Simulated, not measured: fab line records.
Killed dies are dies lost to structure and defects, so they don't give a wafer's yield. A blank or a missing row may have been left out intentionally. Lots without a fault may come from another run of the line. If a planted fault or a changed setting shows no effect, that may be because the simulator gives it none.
fab line records	flow n5_finfet
[record] lots = 10	wafers = 30	last_day = 18
route steps=1938 shown BEOL_M10@1521 BEOL_M11@1540 PASSIVATION@1936
lots that met no fault: taken from a fault-free run of the same line
start_h: hours from the record's first day to the start of the lot's first wafer shown	wait_h: hours from the lot's prior step to this one	" identical to the entry in the row above	L1.1+2: one row covering several wafers at once	- either no value or no given start	* or withheld: withheld	< > ~ a bound
route shown NAME@n: names a module that has steps shown in the file, with the first one's number in the route	usual: mean and standard deviation over wafers with no fault	same: alike in all rows	chamber/n: place in a boat	sites: readings site by site	_std_site: standard deviation across them	_edge_site: the outer-site mean with the inner-site mean subtracted	radius_mm: how far each site lies from the wafer's centre	mask NAME#n: copy n	behind: tool/chamber where the wafer was last shaped	hold: reason for holding the lot/hours on hold/outcome of the hold	device: whichever transistor did not switch (one of n, p or np)	end of line: at the end of the route, the tests of the same wafers	where a step has no rows: the recipe by itself	killed: dies lost to structure and defects at the first sort, not the wafer's yield	map: shows each die of a wafer: x if killed, . if not, _ if none is there
set.NAME: the setting that was run; set.NAME@STEP: the one run at that earlier step	model.NAME: the simulator's own value behind a step, which no gauge read
a sample of lots followed through the steps of the route, with each step as a table and each wafer as a row
services: from which hour (start_h, from the record's first day; less than 0 if before it) a tool's chamber was out of use, for how many hours, and why
[[steps]]
[step N5_BEOL_M10_CURE_72]
[recipe] temp_c = 370	time_s = 120	ambient = DMADMS/He	material = SiCOH_lowk
[usual] lamp_power_pct = 52.31/0.057	wafer_temp_C_max = 371.9/0.69
lot.wafer	tool	chamber	start_h	wait_h	lamp_power_pct	wafer_temp_C_max
L524.1	uv_cure-02	0	238.64	0.0	52.27	372.0
L524.3	"	0	"	"	52.32	372.0
L524.5	"	0	"	"	52.38	370.9
L525.3	uv_cure-03	0	239.11	0.2	52.35	371.5
L525.4	"	0	"	"	52.26	372.4
L525.6	"	0	"	"	52.33	371.3
L530.1	uv_cure-03	0	261.25	0.0	52.29	371.8
L530.2	"	0	"	"	52.34	371.6
L530.6	"	0	"	"	52.36	371.2
L531.2	uv_cure-01	0	282.43	0.1	52.26	371.7
L531.4	"	0	"	"	52.35	372.0
L531.5	"	0	"	"	52.31	371.8
L537.2	uv_cure-03	0	315.77	0.4	52.31	371.7
L537.4	"	0	"	"	52.30	371.0
L537.6	"	0	"	"	52.23	372.6
L543.3	uv_cure-02	2	342.90	0.2	52.32	372.7
L543.4	"	2	"	"	52.32	373.2
L543.5	"	2	"	"	52.33	373.9
L544.4	uv_cure-01	0	354.60	0.4	52.26	371.7
L544.5	"	0	"	"	52.31	372.1
L544.6	"	0	"	"	52.33	371.9
L545.1	uv_cure-03	0	363.89	0.0	52.36	371.9
L545.5	"	0	"	"	52.22	371.9
L545.6	"	0	"	"	52.31	371.6
L547.1	uv_cure-01	1	380.00	0.0	52.26	371.4
L547.4	"	1	"	"	52.27	371.6
L547.5	"	1	"	"	52.31	371.8
L546.1	uv_cure-02	2	384.11	0.0	52.32	373.8
L546.2	"	2	"	"	52.37	373.3
L546.3	"	2	"	"	52.34	372.9
[step N5_BEOL_M10_PRE_CLEAN_45]
[recipe] gas = H2/He	time_s = 30	temp_c = 250
[usual] heater_power_w = 336/23
lot.wafer	tool	chamber	start_h	wait_h	heater_power_w
L524.1	pvd_sputter-01	-	239.04	0.0	348
L524.3	"	-	"	"	298
L524.5	"	-	"	"	327
L525.3	pvd_sputter-01	-	239.58	0.0	329
L525.4	"	-	"	"	383
L525.6	"	-	"	"	293
L530.1	pvd_sputter-02	-	261.63	0.0	316
L530.2	"	-	"	"	365
L530.6	"	-	"	"	321
L531.2	pvd_sputter-01	-	282.76	0.0	351
L531.4	"	-	"	"	358
L531.5	"	-	"	"	285
L537.2	pvd_sputter-03	-	316.34	0.0	347
L537.4	"	-	"	"	360
L537.6	"	-	"	"	338
L543.3	pvd_sputter-03	-	343.66	0.0	314
L543.4	"	-	"	"	339
L543.5	"	-	"	"	361
L544.4	pvd_sputter-02	-	354.95	0.0	328
L544.5	"	-	"	"	333
L544.6	"	-	"	"	325
L545.1	pvd_sputter-01	-	364.92	0.0	331
L545.5	"	-	"	"	368
L545.6	"	-	"	"	293
L547.1	pvd_sputter-03	-	380.56	0.0	341
L547.4	"	-	"	"	340
L547.5	"	-	"	"	339
L546.1	pvd_sputter-02	-	384.79	0.0	322
L546.2	"	-	"	"	343
L546.3	"	-	"	"	304
[step N5_BEOL_M10_CMP_52]
[recipe] stop_on = SiCOH_lowk	t_overpolish_s = 7	down_force_psi = 1	platen_rpm = 50	clearing_platen_down_force_psi = 1.5	clearing_platen_rpm = 50	post_cmp_clean = cu_alkaline	target_thk_nm = 140	clearing_platen_pad_velocity_m_s = 0.99484	pad_velocity_m_s = 0.99484
[usual] barrier_field_endpoint_s = 28.6/0.88	edge_zone_pressure_frac = 1.000/0.0045	motor_current_A = 6.1/0.65	overpolish_run_s = 7.001/0.0089	time_to_endpoint_s = 64/4.3
lot.wafer	tool	chamber	start_h	wait_h	barrier_field_endpoint_s	edge_zone_pressure_frac	motor_current_A	overpolish_run_s	time_to_endpoint_s
L524.3	cmp-02	1	240.26	0.2	29.7	0.994	5.6	7.014	67
L524.1	"	3	"	"	29.5	1.001	5.5	7.009	69
L524.5	"	2	"	"	29.2	1.001	6.6	6.985	68
L525.3	cmp-03	2	244.70	0.4	29.0	1.002	5.9	6.993	63
L525.4	"	3	"	"	28.4	0.999	6.3	6.983	60
L525.6	"	1	"	"	30.2	0.997	6.0	6.985	69
L530.1	cmp-01	2	265.69	0.3	27.8	0.997	6.4	7.013	61
L530.2	"	0	"	"	28.2	1.005	5.3	7.001	64
L530.6	"	3	"	"	27.7	1.002	5.7	6.995	62
L531.4	cmp-03	2	284.52	0.2	30.2	1.008	5.7	6.988	62
L531.2	"	3	"	"	28.4	1.002	6.2	6.997	59
L531.5	"	1	"	"	29.0	0.995	6.1	7.026	65
L537.4	cmp-02	0	317.83	0.2	28.3	0.997	6.0	7.001	67
L537.2	"	1	"	"	27.9	0.997	5.9	6.994	66
L537.6	"	3	"	"	28.5	0.994	5.4	7.004	65
L543.3	cmp-01	0	345.91	0.2	28.0	0.995	5.0	6.999	63
L543.4	"	1	"	"	28.7	1.004	7.2	6.998	62
L543.5	"	3	"	"	29.6	1.000	5.7	7.001	64
L544.4	cmp-02	0	356.93	0.2	30.0	0.997	5.5	6.992	67
L544.5	"	3	"	"	30.4	0.999	5.2	7.001	69
L544.6	"	0	"	"	30.6	1.000	5.9	7.006	66
L545.1	cmp-01	0	366.32	0.4	28.6	0.996	5.2	6.999	64
L545.5	"	1	"	"	28.6	0.999	7.1	6.992	64
L545.6	"	2	"	"	28.6	1.004	6.1	7.022	62
L547.4	cmp-01	1	382.38	0.1	28.1	0.994	7.0	7.002	62
L547.1	"	0	"	"	29.0	1.006	5.6	6.996	62
L547.5	"	1	"	"	29.2	1.004	7.6	6.996	65
L546.2	cmp-01	3	385.92	0.2	28.5	0.998	5.7	6.997	60
L546.1	"	1	"	"	29.0	0.999	7.1	6.996	63
L546.3	"	2	"	"	28.8	0.991	6.0	7.000	65
[step N5_BEOL_M10_INSPECT_58]
[recipe] inspect_instrument = darkfield	mode = post_dep
[usual] raw_defect_count = 71/26
lot.wafer	tool	chamber	start_h	wait_h	raw_defect_count
L524.1	defect_inspect-02	-	240.72	0.0	67
L524.3	"	-	"	"	64
L524.5	"	-	"	"	76
L525.3	defect_inspect-02	-	245.12	0.0	138
L525.4	"	-	"	"	107
L525.6	"	-	"	"	92
L530.1	defect_inspect-01	-	266.14	0.0	1381
L530.2	"	-	"	"	123
L530.6	"	-	"	"	94
L531.2	defect_inspect-01	-	284.90	0.0	83
L531.4	"	-	"	"	60
L531.5	"	-	"	"	42
L537.2	defect_inspect-02	-	318.25	0.0	54
L537.4	"	-	"	"	60
L537.6	"	-	"	"	53
L543.3	defect_inspect-02	-	346.33	0.0	136
L543.4	"	-	"	"	97
L543.5	"	-	"	"	66
L544.4	defect_inspect-01	-	357.35	0.0	36
L544.5	"	-	"	"	43
L544.6	"	-	"	"	22
L545.1	defect_inspect-02	-	366.66	0.0	93
L545.5	"	-	"	"	60
L545.6	"	-	"	"	132
L547.1	defect_inspect-02	-	382.83	0.0	57
L547.4	"	-	"	"	63
L547.5	"	-	"	"	50
L546.1	defect_inspect-01	-	386.38	0.0	85
L546.2	"	-	"	"	57
L546.3	"	-	"	"	48
[step N5_BEOL_M11_HM_DEP_02]
[recipe] material = TiN	target_thk_a = 200	temp_c = 25	chamber_pressure_pa = 0.49996
[usual] throttle_valve_pct = 30.6/0.84
lot.wafer	tool	chamber	start_h	wait_h	throttle_valve_pct
L524.1	pvd_sputter-02	-	244.10	2.2	30.7
L524.3	"	-	"	"	30.3
L524.5	"	-	"	"	30.6
L525.3	pvd_sputter-01	-	246.92	0.6	30.0
L525.4	"	-	"	"	30.5
L525.6	"	-	"	"	31.1
L530.1	pvd_sputter-03	-	266.90	0.1	32.1
L530.2	"	-	"	"	31.2
L530.6	"	-	"	"	31.2
L531.2	pvd_sputter-02	-	286.11	0.5	30.1
L531.4	"	-	"	"	30.5
L531.5	"	-	"	"	30.6
L537.2	pvd_sputter-01	-	320.21	1.2	31.6
L537.4	"	-	"	"	30.2
L537.6	"	-	"	"	30.6
L543.3	pvd_sputter-02	-	348.10	1.1	30.5
L543.4	"	-	"	"	29.9
L543.5	"	-	"	"	30.3
L544.4	pvd_sputter-02	-	358.61	0.6	30.2
L544.5	"	-	"	"	30.4
L544.6	"	-	"	"	30.7
L545.1	pvd_sputter-01	-	368.14	0.8	31.5
L545.5	"	-	"	"	31.8
L545.6	"	-	"	"	30.5
L547.1	pvd_sputter-02	-	384.49	1.0	30.5
L547.4	"	-	"	"	29.7
L547.5	"	-	"	"	30.6
L546.1	pvd_sputter-02	-	390.34	2.8	30.4
L546.2	"	-	"	"	30.3
L546.3	"	-	"	"	30.4
[step N5_BEOL_M11_INSPECT_13]
[recipe] mode = adi	inspect_instrument = brightfield
[usual] raw_defect_count = 444/120
lot.wafer	tool	chamber	start_h	wait_h	raw_defect_count
L524.1	defect_inspect-02	-	244.65	0.0	458
L524.3	"	-	"	"	387
L524.5	"	-	"	"	424
L525.3	defect_inspect-02	-	247.47	0.0	449
L525.4	"	-	"	"	547
L525.6	"	-	"	"	449
L530.1	defect_inspect-02	-	267.32	0.0	1862
L530.2	"	-	"	"	524
L530.6	"	-	"	"	444
L531.2	defect_inspect-02	-	286.53	0.0	466
L531.4	"	-	"	"	520
L531.5	"	-	"	"	454
L537.2	defect_inspect-02	-	320.64	0.0	373
L537.4	"	-	"	"	403
L537.6	"	-	"	"	419
L543.3	defect_inspect-02	-	348.66	0.0	377
L543.4	"	-	"	"	380
L543.5	"	-	"	"	374
L544.4	defect_inspect-01	-	359.19	0.0	386
L544.5	"	-	"	"	359
L544.6	"	-	"	"	263
L545.1	defect_inspect-02	-	368.69	0.0	774
L545.5	"	-	"	"	688
L545.6	"	-	"	"	896
L547.1	defect_inspect-02	-	384.92	0.0	556
L547.4	"	-	"	"	613
L547.5	"	-	"	"	552
L546.1	defect_inspect-02	-	390.89	0.0	401
L546.2	"	-	"	"	329
L546.3	"	-	"	"	390
[step N5_PASSIVATION_PROBE_49]
[usual] defect_limited_yield = 90.5/1.7	killed_at_M0_to_M3 = 37/12	killed_at_M4_up = 14/5.2	killed_at_contacts = 12/5.9	killed_at_front_end = 45/14	killed_at_other = 3.5/2.8	killed_dies = 112/21	killed_on_rim = 15/4.5	killed_open = 73/15	killed_short = 36/8.9	sort_bin_4_leakage = 0.00/0.007	sort_bin_5_function = 5.6/1.2	sort_bin_6_memory = 3.5/0.68	sort_bin_8_speed = 0.01/0.1	sort_n_pass = 1068/21	sort_yield_pct = 90.5/1.8
[same] gross_dies = 1180	killed_at_back_side = 0
lot.wafer	tool	chamber	start_h	wait_h	defect_limited_yield[%]	killed_at_M0_to_M3	killed_at_M4_up	killed_at_contacts	killed_at_front_end	killed_at_other	killed_dies	killed_on_rim	killed_open	killed_short	sort_bin_4_leakage[%]	sort_bin_5_function[%]	sort_bin_6_memory[%]	sort_bin_8_speed[%]	sort_n_pass	sort_yield_pct[%]
L530.1	prober-02	-	324.27	0.0	34.2	27	729	10	7	3	776	101	44	18	0	44.2	17.7	0	404	34.2
L530.2	prober-02	-	324.32	0.1	92.5	33	15	11	29	0	88	14	58	29	0	4.0	3.1	0	1092	92.5
L530.6	prober-02	-	324.52	0.3	90.9	48	19	14	23	3	107	17	70	36	0	5.4	3.2	0	1073	90.9
// killed by level:class
L530.1 BEOL_M10:unspecified=714 BEOL_M0_SAQP:geometric_particle:open=9 MOL_CONTACT_COAG:geometric_particle:open=8 BEOL_M3:geometric_particle:open=6 BEOL_M4:geometric_particle:open=6 BEOL_M0_SAQP:geometric_particle:short=5 BEOL_M5:geometric_particle:open=4 STI_FIN_REVEAL:geometric_particle:open=2
L530.2 BEOL_M0_SAQP:geometric_particle:open=13 MOL_CONTACT_COAG:geometric_particle:open=9 BEOL_M0_SAQP:geometric_particle:short=7 ILD0:geometric_particle:open=6 GATE_CUT:geometric_particle:short=6 FIN_SAQP:geometric_particle:short=5 BEOL_M4:geometric_particle:open=5 BEOL_M1:geometric_particle:open=4
L530.6 BEOL_M0_SAQP:geometric_particle:open=16 BEOL_M0_SAQP:geometric_particle:short=13 MOL_CONTACT_COAG:geometric_particle:open=12 BEOL_M4:geometric_particle:open=8 BEOL_M1:geometric_particle:open=7 BEOL_M3:geometric_particle:open=5 DUMMY_GATE:geometric_particle:short=4 ILD0:geometric_particle:open=4
[[services]]
tool	chamber	start_h	hours	kind
cmp-03	-	215.20	0.3	repair
cmp-03	-	218.81	6.2	pm
cmp-02	-	240.93	4.0	pm
cmp-02	-	244.93	-	consumable_replace:conditioner
cmp-02	-	244.93	-	consumable_replace:pad
cmp-03	-	265.13	2.8	repair
uv_cure-02	-	267.85	9.5	repair
cmp-03	-	276.80	1.5	repair
uv_cure-03	-	280.33	3.0	repair
pvd_sputter-02	-	288.91	7.9	repair
cmp-01	-	292.93	4.0	pm
cmp-01	-	296.93	-	consumable_replace:conditioner
cmp-01	-	296.93	-	consumable_replace:pad
uv_cure-01	-	298.16	1.0	pm
cmp-03	-	299.54	3.2	repair
pvd_sputter-02	-	303.50	6.2	repair
cmp-01	-	308.10	1.2	repair
cmp-03	-	317.38	4.6	repair
uv_cure-02	-	318.10	1.0	pm
uv_cure-02	-	375.51	6.0	pm
uv_cure-03	-	383.91	0.8	repair
uv_cure-02	-	388.73	3.4	pm
[[key]]
[first_sign] step = N5_BEOL_M10_INSPECT_58	reading = raw_defect_count	direction = up	sigmas = 50	usual = 71	struck = 1381
[effect] step = N5_BEOL_M11_INSPECT_13	reading = raw_defect_count	direction = up	sigmas = 12	usual = 444	struck = 1862
[effect] step = N5_PASSIVATION_PROBE_49	reading = killed_at_M4_up	direction = up	sigmas = 99+	usual = 14	struck = 729
[more_kills_born_at] N5_BEOL_M10_CMP_52@cmp-01 = 714
met_at N5_BEOL_M10_CMP_52
struck_lots L530
struck_wafers L530.1
not_acting_at N5_BEOL_M10_CURE_72,N5_BEOL_M10_PRE_CLEAN_45,N5_BEOL_M11_HM_DEP_02
[fault] kind = chamber_particle_source	tool = cmp-01	chamber = 2	onset_h = 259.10	steps = N5_BEOL_M10_CMP_52	rate_per_visit_cm2 = 1.8889	end_h = 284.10
